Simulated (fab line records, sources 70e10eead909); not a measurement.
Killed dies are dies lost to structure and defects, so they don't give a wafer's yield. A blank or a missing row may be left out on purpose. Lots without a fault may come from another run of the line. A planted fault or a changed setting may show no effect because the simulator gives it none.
fab line records | flow nand_harc
record lots=24 wafers=72 last_day=33
route steps=1302 shown A_CHANNEL_HOLE_D2@587 A_CHANNEL_FILL_D2@615 A_STAIRCASE@639
lots that met no fault: from a run of the same line without faults
start_h: hours from the record's first day to the start of the lot's first wafer shown | wait_h: hours since the lot's step before | " the same as in the row above | L1.1+2: a row that stands for several wafers | - no value, or no start given | * or withheld: withheld | < > ~ a bound
route shown NAME@n: a module of which the file shows steps, and the number in the route of the first | usual: mean/standard deviation of fault-free wafers | same: alike in all rows | chamber/n: place in a boat | sites: the reading at each site | _std_site: their standard deviation | _edge_site: outer sites' mean less inner sites' | radius_mm: how far each site lies from the wafer's centre | mask NAME#n: copy n | behind: the tool/chamber that last shaped the wafer | hold: why the lot was held/for how many hours/how that ended | device: the transistor (n, p or np) that didn't switch | end of line: the same wafers' tests at the end of the route | a step without rows: its recipe alone | killed: dies lost to structure and defects at the first sort, not the wafer's yield | map: a wafer's dies, x killed, . not, _ none there
set.NAME: the setting as run; set.NAME@STEP: as run at that earlier step | model.NAME: the simulator's own value behind a step, which no gauge read
steps of the route over a sample of lots; a table a step, a row a wafer
services: from which hour (start_h, from the record's first day; less than 0 if before it) a tool's chamber was out of use, for how many hours, and why
## steps
# step NHARC_A_CHANNEL_HOLE_D2_ETCH_39
# recipe target_depth_a=2600 over_etch_frac=0.3 time_s=325 ion_energy_ev=200 n2_flow_sccm=150 h2_flow_sccm=150 ar_flow_sccm=0 rf_w=400 bias_w=150 chemistry=N2/H2
# usual drypump_motor_current_A=5.6/0.49 oes_product_au=1.002/0.0098 rf_vpp_V=430.0/2.7 showerhead_plenum_p_Torr=2.02/0.09 throttle_valve_pct=14.172/0.0087
# same over_etch_frac=0.3
# columns lot.wafer tool chamber start_h wait_h drypump_motor_current_A oes_product_au rf_hours_counter_h rf_vpp_V showerhead_plenum_p_Torr throttle_valve_pct
L074.4 rie_diel-04 2 - - 5.4 1.018 7.1 430.9 2.00 14.173
L074.1 " 1 " " 5.7 1.000 8.1 432.0 2.12 14.190
L074.6 " 2 " " 5.4 1.027 - 428.9 2.00 14.162
L075.1 rie_diel-05 1 - - 5.1 0.996 2.8 433.1 2.13 14.185
L075.2 " 3 " " 5.3 0.983 2.6 426.2 1.92 14.172
L075.5 " 1 " " 5.1 0.990 - 431.9 2.13 14.171
L076.2 rie_diel-05 3 - - 5.3 0.998 3.5 427.0 1.92 14.185
L076.6 " 1 " " 5.1 1.008 - 433.5 2.13 14.160
L076.5 " 2 " " 5.8 1.009 - 424.6 1.89 14.176
L077.3 rie_diel-08 2 - - 4.6 1.013 5.3 428.3 1.95 14.171
L077.2 " 3 " " 5.7 0.995 6.1 431.0 2.03 14.161
L077.6 " 3 " " 5.7 0.987 - 432.8 2.03 14.160
L079.2 rie_diel-05 2 - - 5.7 1.016 4.5 427.8 1.89 14.168
L079.1 " 0 " " 6.4 1.016 4.4 430.8 2.08 14.167
L079.6 " 3 " " 5.3 0.993 - 427.5 1.92 14.167
L078.3 rie_diel-08 1 - - 6.2 0.997 7.6 429.6 2.06 14.181
L078.1 " 0 " " 5.5 0.997 6.4 427.0 1.89 14.169
L078.6 " 1 " " 6.2 0.984 - 431.9 2.06 14.183
L080.3 rie_diel-04 2 - - 5.4 1.007 1.0 429.5 2.00 14.173
L080.2 " 0 " " 5.1 1.015 0.6 432.1 2.12 14.163
L080.4 " 1 " " 5.7 0.999 1.0 434.3 2.11 14.170
L081.4 rie_diel-08 1 - - 6.3 0.988 9.6 430.3 2.06 14.183
L081.2 " 2 " " 4.6 1.015 8.0 429.3 1.95 14.155
L081.3 " 3 " " 5.7 0.996 8.3 430.5 2.03 14.178
L082.3 rie_diel-05 2 - - 5.7 1.011 6.7 425.3 1.89 14.165
L082.5 " 1 " " 5.1 1.006 - 434.3 2.13 14.173
L082.6 " 2 " " 5.8 1.005 - 425.9 1.89 14.173
L083.2 rie_diel-05 3 - - 5.3 0.987 7.3 426.2 1.92 14.172
L083.1 " 0 " " 6.4 1.008 6.3 431.3 2.08 14.162
L083.4 " 2 " " 5.7 0.999 7.3 426.6 1.89 14.160
L084.3 rie_diel-04 2 - - 5.4 1.003 3.1 429.6 2.00 14.182
L084.1 " 3 " " 5.8 0.995 2.2 431.7 2.11 14.167
L084.5 " 2 " " 5.4 1.016 - 430.8 2.00 14.166
L085.3 rie_diel-05 1 - - 5.1 1.011 7.5 433.7 2.13 14.171
L085.1 " 2 " " 5.8 0.998 8.1 426.6 1.89 14.163
L085.2 " 3 " " 5.3 0.995 8.4 427.6 1.92 14.163
L086.2 rie_diel-05 0 - - 6.4 1.023 7.8 433.2 2.08 14.164
L086.1 " 1 " " 5.1 1.006 7.9 434.4 2.13 14.182
L086.6 " 3 " " 5.3 0.997 - 425.3 1.92 14.164
L088.3 rie_diel-05 2 - - 5.7 1.005 0.3 426.9 1.89 14.180
L088.4 " 3 " " 5.3 1.007 0.3 428.2 1.92 14.166
L088.6 " 1 " " 5.1 1.009 - 434.1 2.12 14.186
L089.4 rie_diel-08 2 - - 4.6 1.012 3.4 429.7 1.95 14.165
L089.3 " 3 " " 5.7 0.994 2.9 431.1 2.03 14.168
L089.2 " 0 " " 5.5 1.017 2.5 425.2 1.89 14.184
L087.1 rie_diel-05 1 - - 5.1 0.989 1.6 434.2 2.12 14.173
L087.2 " 2 " " 5.7 1.002 1.3 425.7 1.89 14.172
L087.6 " 1 " " 5.1 0.997 - 432.9 2.12 14.168
L090.2 rie_diel-05 0 - - 6.3 1.000 1.9 431.3 2.08 14.180
L090.5 " 0 " " 6.4 0.998 - 431.1 2.08 14.160
L090.6 " 3 " " 5.4 0.996 - 427.7 1.92 14.166
L091.2 rie_diel-08 3 - - 5.6 1.006 4.1 430.6 2.03 14.178
L091.4 " 0 " " 5.5 1.001 3.7 426.5 1.89 14.167
L091.5 " 3 " " 5.7 1.002 - 430.3 2.03 14.171
L092.4 rie_diel-04 0 - - 5.1 0.996 6.8 432.1 2.12 14.167
L092.5 " 0 " " 5.1 1.003 - 432.3 2.12 14.173
L092.6 " 1 " " 5.7 1.001 - 432.3 2.11 14.171
L093.4 rie_diel-04 3 - - 5.8 1.017 7.8 431.6 2.11 14.177
L093.2 " 1 " " 5.8 0.987 9.5 432.2 2.11 14.155
L093.6 " 3 " " 5.8 1.013 - 433.1 2.11 14.191
L094.4 rie_diel-05 2 - - 5.7 0.994 3.5 426.4 1.89 14.180
L094.2 " 3 " " 5.3 1.005 3.1 427.3 1.92 14.186
L094.5 " 1 " " 5.1 1.001 - 432.6 2.12 14.181
L095.2 rie_diel-05 2 - - 5.8 1.006 4.4 425.7 1.89 14.170
L095.1 " 1 " " 5.0 0.998 4.0 432.3 2.12 14.165
L095.5 " 2 " " 5.7 1.000 - 425.7 1.89 14.181
L096.3 rie_diel-08 0 - - 5.5 0.999 5.7 425.4 1.89 14.181
L096.5 " 2 " " 4.6 1.008 - 426.8 1.94 14.176
L096.6 " 3 " " 5.7 0.992 - 428.1 2.03 14.175
L097.1 rie_diel-05 0 - - 6.4 0.986 5.2 432.7 2.08 14.177
L097.3 " 2 " " 5.7 0.995 5.1 428.5 1.89 14.168
L097.2 " 3 " " 5.3 1.001 4.8 425.9 1.92 14.179
# step NHARC_A_CHANNEL_FILL_D2_ALD_15
# recipe target_thk_a=20 pulse_time_s=60 ald_cycles=19 temp_c=630 pressure_torr=2 material=SiNx
# usual precursor_pulse_height_rel=1.003/0.019
# columns lot.wafer tool chamber start_h wait_h precursor_pulse_height_rel
L074.1 ald_sin_batch-02 0 - - 0.996
L074.4 " 0 " " 1.040
L074.6 " 0 " " 1.019
L075.1 ald_sin_batch-02 0 - - 0.981
L075.2 " 0 " " 0.986
L075.5 " 0 " " 1.036
L076.2 ald_sin_batch-01 0 - - 1.013
L076.5 " 0 " " 1.028
L076.6 " 0 " " 0.985
L077.2 ald_sin_batch-03 0 - - 1.023
L077.3 " 0 " " 0.996
L077.6 " 0 " " 1.005
L078.1 ald_sin_batch-01 0 354.03 2.9 1.021
L078.3 " 0 " " 0.966
L078.6 " 0 " " 0.955
L079.1 ald_sin_batch-01 0 - - 1.015
L079.2 " 0 " " 0.998
L079.6 " 0 " " 1.018
L080.2 ald_sin_batch-02 0 - - 1.007
L080.3 " 0 " " 0.999
L080.4 " 0 " " 1.019
L081.2 ald_sin_batch-02 0 - - 0.985
L081.3 " 0 " " 1.001
L081.4 " 0 " " 1.021
L082.3 ald_sin_batch-02 0 - - 0.996
L082.5 " 0 " " 1.002
L082.6 " 0 " " 1.050
L083.1 ald_sin_batch-02 0 - - 0.986
L083.2 " 0 " " 1.021
L083.4 " 0 " " 0.983
L084.1 ald_sin_batch-02 0 - - 1.028
L084.3 " 0 " " 0.977
L084.5 " 0 " " 0.975
L085.1 ald_sin_batch-02 0 - - 0.977
L085.2 " 0 " " 1.021
L085.3 " 0 " " 1.004
L086.1 ald_sin_batch-02 0 - - 0.998
L086.2 " 0 " " 0.997
L086.6 " 0 " " 1.015
L088.3 ald_sin_batch-02 0 - - 0.981
L088.4 " 0 " " 1.030
L088.6 " 0 " " 1.006
L089.2 ald_sin_batch-02 0 - - 1.028
L089.3 " 0 " " 0.985
L089.4 " 0 " " 1.002
L087.1 ald_sin_batch-02 0 - - 0.984
L087.2 " 0 " " 1.005
L087.6 " 0 " " 0.976
L090.2 ald_sin_batch-03 0 - - 1.006
L090.5 " 0 " " 1.030
L090.6 " 0 " " 1.043
L091.2 ald_sin_batch-01 0 - - 1.021
L091.4 " 0 " " 0.988
L091.5 " 0 " " 1.026
L092.4 ald_sin_batch-01 0 - - 0.988
L092.5 " 0 " " 0.995
L092.6 " 0 " " 1.002
L093.2 ald_sin_batch-02 0 - - 1.028
L093.4 " 0 " " 0.995
L093.6 " 0 " " 0.999
L094.2 ald_sin_batch-02 0 - - 0.998
L094.4 " 0 " " 1.027
L094.5 " 0 " " 1.039
L095.1 ald_sin_batch-02 0 - - 1.012
L095.2 " 0 " " 0.986
L095.5 " 0 " " 0.996
L096.3 ald_sin_batch-03 0 - - 0.973
L096.5 " 0 " " 1.000
L096.6 " 0 " " 0.990
L097.1 ald_sin_batch-03 0 - - 0.995
L097.2 " 0 " " 1.004
L097.3 " 0 " " 1.003
# step NHARC_A_CHANNEL_FILL_D2_ETCHBACK_19
# recipe target_depth_a=50 time_s=1.7 hbr_flow_sccm=150 cl2_flow_sccm=50 rf_w=400 icp_w=400 bias_w=100 chemistry=HBr/Cl2
# usual drypump_motor_current_A=5.7/0.5 oes_product_au=0.998/0.013 throttle_valve_pct=26.405/0.0095
# columns lot.wafer tool chamber start_h wait_h drypump_motor_current_A oes_product_au rf_hours_counter_h throttle_valve_pct
L074.4 rie_si-03 2 327.70 0.4 5.1 1.011 0.7 26.418
L074.1 " 0 " " 6.5 0.988 0.7 26.417
L074.6 " 2 " " 5.1 1.019 - 26.415
L075.2 rie_si-05 0 327.72 0.4 5.4 1.007 0.1 26.399
L075.1 " 1 " " 5.9 0.984 0.1 26.418
L075.5 " 3 " " 6.1 1.028 - 26.411
L076.2 rie_si-05 1 348.65 0.4 5.9 0.998 0.3 26.395
L076.5 " 1 " " 5.9 0.987 - 26.398
L076.6 " 2 " " 5.7 1.010 - 26.408
L077.3 rie_si-03 1 352.54 0.4 5.6 0.996 1.0 26.406
L077.2 " 2 " " 5.1 0.996 0.9 26.398
L077.6 " 2 " " 5.0 0.995 - 26.406
L079.2 rie_si-01 0 368.19 0.4 6.0 1.014 0.8 26.406
L079.1 " 1 " " 6.4 1.002 0.8 26.408
L079.6 " 0 " " 6.0 1.009 - 26.420
L078.1 rie_si-03 1 368.22 0.4 5.6 1.001 1.1 26.410
L078.3 " 2 " " 5.1 0.996 1.0 26.404
L078.6 " 3 " " 4.8 0.995 - 26.392
L080.4 rie_si-05 0 399.87 0.4 5.4 1.009 0.7 26.403
L080.3 " 2 " " 5.7 1.016 0.6 26.411
L080.2 " 3 " " 6.1 1.022 0.6 26.403
L081.4 rie_si-01 1 399.88 0.4 6.4 1.007 0.1 26.404
L081.2 " 2 " " 5.8 1.002 0.1 26.411
L081.3 " 3 " " 5.7 0.980 0.2 26.385
L082.3 rie_si-01 3 412.15 0.4 5.7 0.969 0.2 26.398
L082.6 " 1 " " 6.4 1.005 - 26.407
L082.5 " 2 " " 5.8 0.994 - 26.400
L083.4 rie_si-03 2 420.66 0.4 5.1 1.011 0.0 26.407
L083.1 " 3 " " 4.8 0.993 0.0 26.409
L083.2 " 0 " " 6.6 0.979 0.1 26.411
L084.3 rie_si-01 2 432.42 0.4 5.8 0.989 0.3 26.409
L084.1 " 3 " " 5.7 0.988 0.4 26.399
L084.5 " 1 " " 6.4 0.999 - 26.413
L085.3 rie_si-03 0 436.35 0.4 6.5 0.979 0.1 26.405
L085.1 " 1 " " 5.6 1.015 0.2 26.407
L085.2 " 2 " " 5.1 1.008 0.2 26.374
L086.2 rie_si-01 0 442.51 0.4 6.0 0.987 0.4 26.404
L086.1 " 1 " " 6.4 0.999 0.3 26.419
L086.6 " 3 " " 5.7 0.990 - 26.387
L089.4 rie_si-05 0 467.80 0.4 5.4 1.003 1.1 26.418
L089.3 " 2 " " 5.7 1.005 1.0 26.410
L089.2 " 3 " " 6.1 1.018 1.0 26.397
L088.3 rie_si-03 0 467.80 0.4 6.5 0.978 0.4 26.407
L088.4 " 1 " " 5.6 0.995 0.4 26.405
L088.6 " 1 " " 5.6 0.996 - 26.412
L087.1 rie_si-03 1 480.03 0.4 5.6 1.007 0.5 26.427
L087.2 " 3 " " 4.8 1.002 0.4 26.399
L087.6 " 0 " " 6.5 0.977 - 26.406
L090.2 rie_si-01 0 488.60 0.4 6.0 1.000 0.6 26.397
L090.5 " 3 " " 5.7 0.981 - 26.379
L090.6 " 0 " " 6.0 1.015 - 26.391
L091.4 rie_si-05 3 493.66 0.4 6.1 1.017 0.1 26.415
L091.2 " 0 " " 5.5 0.989 0.1 26.415
L091.5 " 2 " " 5.7 0.999 - 26.397
L092.4 rie_si-01 0 509.29 0.4 6.0 0.993 0.7 26.393
L092.5 " 0 " " 6.0 0.998 - 26.402
L092.6 " 1 " " 6.4 0.991 - 26.406
L094.4 rie_si-05 0 527.71 0.4 5.4 1.004 0.4 26.418
L094.2 " 1 " " 5.9 0.992 0.2 26.403
L094.5 " 1 " " 5.9 1.000 - 26.397
L093.4 rie_si-03 3 527.72 0.4 4.8 0.988 0.7 26.419
L093.2 " 1 " " 5.6 1.005 0.8 26.396
L093.6 " 3 " " 4.8 0.975 - 26.399
L095.1 rie_si-05 0 536.18 0.4 5.4 1.006 0.4 26.391
L095.2 " 3 " " 6.1 1.017 0.4 26.408
L095.5 " 0 " " 5.5 1.003 - 26.399
L096.3 rie_si-05 1 550.18 0.4 5.8 1.001 0.4 26.399
L096.5 " 0 " " 5.4 1.005 - 26.406
L096.6 " 1 " " 5.9 1.000 - 26.391
L097.2 rie_si-03 2 550.18 0.4 5.1 1.019 0.8 26.401
L097.1 " 3 " " 4.8 0.998 0.9 26.416
L097.3 " 0 " " 6.5 0.977 1.1 26.403
# step NHARC_A_CHANNEL_FILL_D2_ETCHBACK_08
# recipe target_depth_a=2200 time_s=110 c4f8_flow_sccm=20 ar_flow_sccm=withheld rf_w=600 bias_w=300 chemistry=C4F8
# usual oes_product_au=0.97/0.038 rf_vpp_V=442.5/2.8
# columns lot.wafer tool chamber start_h wait_h oes_product_au rf_hours_counter_h rf_vpp_V
L075.1 rie_diel-02 2 - - 0.97 26 440.8
L075.2 " 3 " " 0.99 22 437.6
L075.5 " 3 " " 0.99 - 437.2
L074.4 rie_diel-10 0 - - 0.90 3 437.4
L074.1 " 2 " " 0.92 3 441.1
L074.6 " 1 " " 0.93 - 441.1
L076.2 rie_diel-12 2 - - 0.93 2 444.0
L076.6 " 2 " " 0.93 - 444.9
L076.5 " 3 " " 0.91 - 445.4
L077.3 rie_diel-12 2 - - 0.93 3 443.5
L077.2 " 3 " " 0.91 3 444.0
L077.6 " 3 " " 0.90 - 444.5
L079.1 rie_diel-10 2 - - 0.96 4 442.7
L079.2 " 0 " " 0.95 4 438.9
L079.6 " 1 " " 0.98 - 440.4
L078.1 rie_diel-12 2 - - 1.01 3 445.9
L078.3 " 1 " " 1.00 2 444.4
L078.6 " 3 " " 0.99 - 445.0
L080.4 rie_diel-02 2 - - 0.99 2 440.6
L080.2 " 3 " " 0.98 3 437.8
L080.3 " 1 " " 0.99 2 440.1
L081.2 rie_diel-12 2 - - 1.02 4 444.5
L081.3 " 3 " " 0.98 4 446.6
L081.4 " 3 " " 0.98 - 444.1
L082.3 rie_diel-12 1 - - 0.92 3 444.1
L082.6 " 0 " " 0.91 - 444.7
L082.5 " 1 " " 0.92 - 443.6
L083.1 rie_diel-02 3 - - 0.99 5 436.7
L083.2 " 1 " " 0.98 4 439.6
L083.4 " 2 " " 0.99 5 441.3
L084.3 rie_diel-10 1 - - 1.01 0 440.9
L084.1 " 0 " " 1.01 0 437.0
L084.5 " 1 " " 1.02 - 441.2
L085.3 rie_diel-10 1 - - 0.93 0 441.0
L085.2 " 2 " " 0.95 1 442.3
L085.1 " 0 " " 0.94 0 437.4
L086.1 rie_diel-10 2 - - 1.00 1 440.6
L086.2 " 3 " " 0.98 1 444.3
L086.6 " 2 " " 1.00 - 442.0
L088.4 rie_diel-12 1 - - 0.98 1 444.7
L088.3 " 2 " " 1.00 1 444.7
L088.6 " 1 " " 0.99 - 444.3
L089.3 rie_diel-10 1 - - 1.01 2 441.5
L089.4 " 2 " " 1.01 2 441.9
L089.2 " 0 " " 1.01 1 436.0
L087.2 rie_diel-10 1 - - 1.02 2 440.4
L087.1 " 0 " " 1.02 2 436.7
L087.6 " 2 " " 1.03 - 442.2
L090.2 rie_diel-10 3 - - 0.94 2 443.2
L090.5 " 1 " " 0.93 - 439.8
L090.6 " 2 " " 0.95 - 442.1
L091.2 rie_diel-12 1 - - 0.94 2 443.7
L091.4 " 2 " " 0.95 3 446.0
L091.5 " 3 " " 0.94 - 445.3
L092.4 rie_diel-12 1 - - 1.02 3 444.0
L092.6 " 3 " " 1.03 - 446.0
L092.5 " 0 " " 0.99 - 444.6
L094.2 rie_diel-10 2 - - 0.95 3 443.4
L094.4 " 3 " " 0.94 3 445.2
L094.5 " 2 " " 0.95 - 443.0
L093.4 rie_diel-02 3 - - 0.92 24 438.2
L093.2 " 0 " " 0.90 23 445.7
L093.6 " 1 " " 0.93 - 438.9
L095.1 rie_diel-10 0 - - 0.94 3 436.3
L095.2 " 1 " " 0.95 3 442.3
L095.5 " 2 " " 0.95 - 442.9
L097.1 rie_diel-12 3 - - 1.01 4 444.2
L097.3 " 1 " " 1.02 4 443.6
L097.2 " 2 " " 1.02 4 444.6
L096.3 rie_diel-10 2 - - 1.01 4 442.7
L096.5 " 0 " " 1.01 - 438.0
L096.6 " 1 " " 1.01 - 441.4
# step NHARC_A_STAIRCASE_DEP_156
# recipe target_thk_a=500 temp_c=400 target_thk_nm=50 flow_sccm=200 rf_w=450 material=SiNx
# usual heater_power_outer_w=421/58 heater_power_w=714/74
# columns lot.wafer tool chamber start_h wait_h heater_power_outer_w heater_power_w
L075.2 pecvd-03 1 353.63 0.1 482 774
L075.1 " 2 " " 510 828
L075.5 " 1 " " 471 779
L074.1 pecvd-02 0 357.94 0.2 472 773
L074.6 " 2 " " 341 622
L074.4 " 0 " " 470 792
L076.2 pecvd-02 1 373.03 0.1 454 706
L076.5 " 0 " " 429 721
L076.6 " 1 " " 456 713
L077.3 pecvd-03 2 380.80 0.2 400 722
L077.2 " 0 " " 379 743
L077.6 " 0 " " 374 729
L078.3 pecvd-01 2 392.26 0.1 463 770
L078.1 " 0 " " 379 661
L078.6 " 1 " " 399 667
L079.2 pecvd-02 0 392.36 0.1 484 812
L079.1 " 1 " " 492 777
L079.6 " 0 " " 470 840
L081.2 pecvd-03 1 423.90 0.1 504 783
L081.3 " 2 " " 483 837
L081.4 " 1 " " 483 782
L080.2 pecvd-01 2 423.92 0.1 493 773
L080.3 " 1 " " 405 689
L080.4 " 1 " " 396 694
L082.3 pecvd-02 0 436.17 0.1 388 671
L082.6 " 2 " " 297 521
L082.5 " 1 " " 510 768
L083.1 pecvd-03 0 446.03 0.1 292 629
L083.2 " 2 " " 408 732
L083.4 " 1 " " 408 679
L084.3 pecvd-01 2 456.89 0.1 435 684
L084.1 " 0 " " 416 734
L084.5 " 0 " " 409 701
L085.1 pecvd-03 0 462.15 0.1 365 724
L085.2 " 1 " " 411 681
L085.3 " 2 " " 496 844
L086.2 pecvd-03 2 466.67 0.1 415 730
L086.1 " 1 " " 463 762
L086.6 " 1 " " 472 764
L089.2 pecvd-02 0 491.88 0.1 418 718
L089.3 " 1 " " 500 759
L089.4 " 2 " " 264 482
L088.3 pecvd-03 0 491.93 0.1 365 731
L088.6 " 1 " " 431 700
L088.4 " 2 " " 435 784
L087.1 pecvd-03 1 506.01 0.1 504 798
L087.2 " 2 " " 485 826
L087.6 " 1 " " 491 786
L090.2 pecvd-01 0 512.78 0.1 412 714
L090.5 " 0 " " 425 714
L090.6 " 1 " " 426 712
L091.2 pecvd-01 0 520.60 0.1 492 802
L091.4 " 2 " " 459 756
L091.5 " 0 " " 491 814
L092.6 pecvd-02 2 533.00 0.1 346 597
L092.4 " 0 " " 461 787
L092.5 " 1 " " 446 698
L093.2 pecvd-02 1 553.66 0.5 474 752
L093.6 " 1 " " 483 745
L093.4 " 2 " " 352 595
L094.2 pecvd-02 1 553.86 0.6 464 729
L094.4 " 0 " " 453 738
L094.5 " 1 " " 474 749
L095.2 pecvd-02 0 560.09 0.1 488 767
L095.1 " 1 " " 456 698
L095.5 " 1 " " 459 703
L097.2 pecvd-01 1 574.16 0.1 417 716
L097.1 " 2 " " 440 715
L097.3 " 0 " " 427 707
L096.3 pecvd-03 0 574.26 0.1 381 732
L096.6 " 2 " " 500 817
L096.5 " 0 " " 275 597
# step NHARC_A_STAIRCASE_STRIP_171
# recipe power_w=1500 temp_c=250 chemistry=O2
# usual drypump_motor_current_A=5.5/0.45 heater_power_w=359/20
# columns lot.wafer tool chamber start_h wait_h drypump_motor_current_A heater_power_w rf_hours_counter_h
L075.1 plasma_asher-01 1 354.96 - 4.8 344 1
L075.2 " 0 " " 5.2 375 1
L075.5 " 0 " " 5.2 375 -
L074.1 plasma_asher-01 0 359.21 - 5.2 376 1
L074.4 " 1 " " 4.8 356 -
L074.6 " 0 " " 5.2 364 -
L076.2 plasma_asher-02 1 374.30 - 5.9 340 27
L076.5 " 0 " " 5.8 354 -
L076.6 " 1 " " 5.9 335 -
L077.2 plasma_asher-01 0 381.96 - 5.2 367 5
L077.3 " 0 " " 5.2 366 -
L077.6 " 0 " " 5.2 381 -
L078.1 plasma_asher-02 1 393.58 - 5.9 339 30
L078.3 " 0 " " 5.8 352 -
L078.6 " 1 " " 5.9 341 -
L079.1 plasma_asher-01 1 393.77 - 4.8 352 8
L079.2 " 0 " " 5.2 373 8
L079.6 " 0 " " 5.2 373 -
L081.2 plasma_asher-02 1 425.25 - 5.9 339 35
L081.3 " 0 " " 5.8 362 -
L081.4 " 1 " " 5.9 329 -
L080.2 plasma_asher-01 1 425.36 - 4.8 358 14
L080.4 " 1 " " 4.8 357 -
L080.3 " 0 " " 5.2 373 -
L082.3 plasma_asher-01 0 437.58 - 5.2 362 -
L082.6 " 1 " " 4.8 350 -
L082.5 " 0 " " 5.2 373 -
L083.1 plasma_asher-01 1 447.33 - 4.8 355 20
L083.2 " 0 " " 5.2 365 20
L083.4 " 1 " " 4.8 349 -
L084.1 plasma_asher-01 0 458.03 - 5.2 376 22
L084.3 " 0 " " 5.2 371 -
L084.5 " 0 " " 5.2 375 -
L085.1 plasma_asher-02 0 463.33 - 5.8 386 7
L085.2 " 1 " " 5.9 329 7
L085.3 " 1 " " 5.9 338 -
L086.2 plasma_asher-02 0 468.01 - 5.9 386 8
L086.1 " 1 " " 5.9 339 8
L086.6 " 0 " " 5.8 394 -
L089.2 plasma_asher-01 1 493.04 - 4.8 354 29
L089.3 " 1 " " 4.8 345 -
L089.4 " 0 " " 5.2 370 -
L088.4 plasma_asher-02 1 493.29 - 5.9 338 -
L088.3 " 0 " " 5.9 393 -
L088.6 " 0 " " 5.8 389 -
L087.2 plasma_asher-02 0 507.31 - 5.8 388 16
L087.1 " 1 " " 5.9 332 16
L087.6 " 0 " " 5.8 374 -
L090.2 plasma_asher-02 1 513.95 - 5.9 332 17
L090.5 " 1 " " 5.9 333 -
L090.6 " 0 " " 5.8 382 -
L091.2 plasma_asher-02 0 525.09 - 5.9 390 21
L091.4 " 0 " " 5.8 397 -
L091.5 " 1 " " 5.9 327 -
L092.4 plasma_asher-02 0 534.31 - 5.9 389 -
L092.6 " 0 " " 5.9 387 -
L092.5 " 1 " " 5.9 338 -
L093.2 plasma_asher-02 1 554.97 - 5.9 337 27
L093.4 " 0 " " 5.8 383 -
L093.6 " 1 " " 5.9 338 -
L094.2 plasma_asher-01 0 555.10 - 5.2 359 5
L094.4 " 1 " " 4.8 346 -
L094.5 " 1 " " 4.8 351 -
L095.1 plasma_asher-02 1 561.53 - 5.9 329 28
L095.2 " 0 " " 5.8 392 28
L095.5 " 1 " " 5.9 334 -
L097.2 plasma_asher-01 0 575.35 - 5.2 360 9
L097.1 " 1 " " 4.8 345 9
L097.3 " 0 " " 5.2 359 -
L096.3 plasma_asher-02 1 575.77 - 5.9 333 -
L096.6 " 0 " " 5.9 396 -
L096.5 " 1 " " 5.9 341 -
## services
# columns tool chamber start_h hours kind
pecvd-02 - 283.20 3.0 repair
rie_diel-12 1 284.24 14.7 repair
rie_diel-12 2 290.30 5.6 repair
pecvd-02 1 293.40 53.9 repair
rie_diel-10 0 296.09 9.0 repair
plasma_asher-01 - 342.10 9.0 pm
rie_si-03 - 353.43 0.1 repair
rie_diel-05 0 390.08 1.4 repair
plasma_asher-01 - 395.80 0.7 repair
rie_diel-10 1 406.17 5.2 repair
rie_diel-05 - 406.60 9.0 pm
rie_diel-10 2 408.12 3.1 repair
plasma_asher-02 - 418.16 1.6 repair
rie_diel-10 - 419.50 9.0 pm
plasma_asher-02 - 420.71 1.4 repair
plasma_asher-02 - 426.30 9.0 pm
rie_diel-05 1 452.72 7.0 repair
rie_diel-05 - 459.23 1.0 repair
plasma_asher-02 - 465.69 0.9 repair
plasma_asher-01 - 519.14 9.0 pm
ald_sin_batch-02 - 528.28 3.2 repair
rie_diel-05 1 536.96 5.0 repair
rie_diel-05 1 543.23 11.2 repair
rie_diel-05 2 546.82 5.8 repair
## key
fault none
